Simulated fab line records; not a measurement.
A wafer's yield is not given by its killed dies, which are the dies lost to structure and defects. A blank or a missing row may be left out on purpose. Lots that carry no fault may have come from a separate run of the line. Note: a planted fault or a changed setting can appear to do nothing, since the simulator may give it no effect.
A struck lot beside a sound one + flow n5_finfet + 16 out of 1938 route steps
Sound: the wafers L469.1, L469.3, L469.4. Struck: wafer L476.2. (L476.1, L476.4 of the same lot were not struck and are left out.) The cause comes at the end.
For every step that has rows: the tool of each side, followed by ch and its chambers, followed by its first start. Under that, the readings that differ: sound wafers + struck wafers + difference of the means + sigmas: that difference in standard deviations of wafers without a fault.
alike: words and numbers the same on both sides, and readings whose means are apart by under 2 such deviations; not compared: readings that were withheld, readings missing a value for some wafer, numbers with overlapping values and no deviation given by the record, and bounds like >300 which may hide the same value.
A row with sigmas, a row that says differs or no value, or rows on one side alone: a step with any of these is where the two part. Non-overlapping numbers with no deviation appear without sigmas and do not part them. Lack of a reading on every wafer of one side parts them only where that side has two or more wafers.

N5_HKMG_FIN_STRIP_89: strips SOC in N2/H2, time 20 s.
  sound on rie_diel-03 ch 0,1,3, day 4 08:35; struck on rie_diel-03 ch 0, day 6 08:08
| reading                | sound          | struck | difference | sigmas |
|------------------------|----------------|--------|------------|--------|
| oes_product_au (a.u.)  | 0.76 0.72 0.64 | 0.91   | +0.20      | +2     |
| rf_hours_counter_h (h) | 150 147 250    | 11     | -171       |        |
  alike: drypump_motor_current_A, h2_flow_sccm, rf_vpp_V, showerhead_plenum_p_Torr, throttle_valve_pct
then, 2 steps without rows for these wafers: N5_HKMG_FIN_WET_ETCH_87 (etches TiN in SC1, time 154.2 s, target depth 4.7 nm, rinse time 30 s); N5_HKMG_FIN_STRIP_88 (strips in N2/H2, time 360 s).
N5_HKMG_FIN_NWFM_ALD_20: deposits TiAlC, target thk 2 nm, pulse time 3 s, purge time 2 s.
  sound on ald_metal-03 ch 0,1,2, day 4 09:10; struck on ald_metal-03 ch 3, day 6 08:43
| reading            | sound       | struck | difference | sigmas |
|--------------------|-------------|--------|------------|--------|
| heater_power_w (W) | 507 423 446 | 564    | +105       | +2     |
  alike: precursor_pulse_height_rel
  not compared: ald_cycles
then, 2 steps without rows for these wafers: N5_HKMG_FIN_ALD_71 (deposits TiN, target thk 1 nm, pulse time 1 s, purge time 3 s); N5_HKMG_FIN_COAT_66 (time 60 s, resist thk 300 nm).
N5_HKMG_FIN_ETCH_67: etches SOC in N2/H2, stops on TiN, target depth 388.9 nm.
  sound on rie_diel-04 ch 0,1,3, day 4 09:37; struck on rie_diel-04 ch 3, day 6 09:09
| reading                | sound             | struck | difference | sigmas |
|------------------------|-------------------|--------|------------|--------|
| h2_flow_sccm (sccm)    | 200.5 199.4 199.2 | 198.3  | -1.4       | -2     |
| rf_hours_counter_h (h) | 168 191 160       | 205    | +32        |        |
  alike: drypump_motor_current_A, oes_product_au, rf_vpp_V, showerhead_plenum_p_Torr, throttle_valve_pct
N5_HKMG_FIN_STRIP_90: strips SOC in N2/H2, time 20 s.
  sound on rie_diel-04 ch 0,1,3, day 4 09:40; struck on rie_diel-04 ch 3, day 6 09:13
| reading                | sound       | struck | difference | sigmas |
|------------------------|-------------|--------|------------|--------|
| rf_hours_counter_h (h) | 168 191 160 | 205    | +32        |        |
  alike: drypump_motor_current_A, h2_flow_sccm, oes_product_au, rf_vpp_V, showerhead_plenum_p_Torr, throttle_valve_pct
then, 4 steps without rows for these wafers: N5_HKMG_FIN_WET_ETCH_73 (etches the open film in SC1, time 42.3 s, target depth 1.3 nm, rinse time 30 s); N5_HKMG_FIN_ETCHBACK_68 (etches the open film in Cl2/Ar, stops on HfO2, target depth 0.5 nm); N5_HKMG_FIN_STRIP_69 (strips in N2/H2, time 360 s); N5_HKMG_FIN_ALD_21 (deposits TiN, target thk 1.5 nm, pulse time 1 s, purge time 3 s).
N5_HKMG_FIN_ALD_72: deposits W, target thk 2 nm, pulse time 1 s, purge time 2 s.
  sound on cvd_w-01 ch 0,1, day 4 10:43; struck on cvd_w-01 ch 0, day 6 10:16
| reading                                | sound       | struck | difference | sigmas |
|----------------------------------------|-------------|--------|------------|--------|
| ald_cycles                             | 7 7 7       | 9      | +2         |        |
| model.W_of_HKMG_FIN_ALD_72.thk_nm (nm) | 2.2 2.2 2.2 | 2.4    | +0.2       |        |
  alike: heater_power_w, precursor_pulse_height_rel
N5_HKMG_FIN_W_FILL_22: material W, target thk 60 nm, time 18.2 s.
  sound on cvd_w-01 ch 0,1, day 4 10:47; struck on cvd_w-01 ch 0, day 6 10:19
  alike: heater_power_w, throttle_valve_pct
-- here the record skips 4 days between the struck wafers' starts before and after, leaving off in module HKMG_FIN and picking up in module BEOL_M4 (first step shown: number 1111 of the route) --
N5_BEOL_M4_RC_MEAS_101:
  sound on prober-01 ch 0, day 7 19:11; struck on prober-01 ch 0, day 10 03:35
| reading       | sound       | struck | difference | sigmas |
|---------------|-------------|--------|------------|--------|
| ION_N (uA/um) | 677 678 673 | 701    | +25        | +2     |
| ION_P (uA/um) | 451 460 462 | 480    | +22        | +3     |
  alike: DIBL_N, DIBL_P, IOFF_N, IOFF_P, SS_N, SS_P, VT_N, VT_P
-- record jumps: 4 days separate the struck wafers' starts on either side; left off in module BEOL_M4, taken up again in module PASSIVATION, whose first shown step is the route's number 1936 --
N5_PASSIVATION_PROBE_49:
  rows exist in the record for the struck wafers here (prober-02, day 14 12:26), but not for the sound ones

## WHERE THEY PART
First at N5_HKMG_FIN_STRIP_89; last, within this record, at N5_PASSIVATION_PROBE_49.

WHY: whatever the simulator had introduced
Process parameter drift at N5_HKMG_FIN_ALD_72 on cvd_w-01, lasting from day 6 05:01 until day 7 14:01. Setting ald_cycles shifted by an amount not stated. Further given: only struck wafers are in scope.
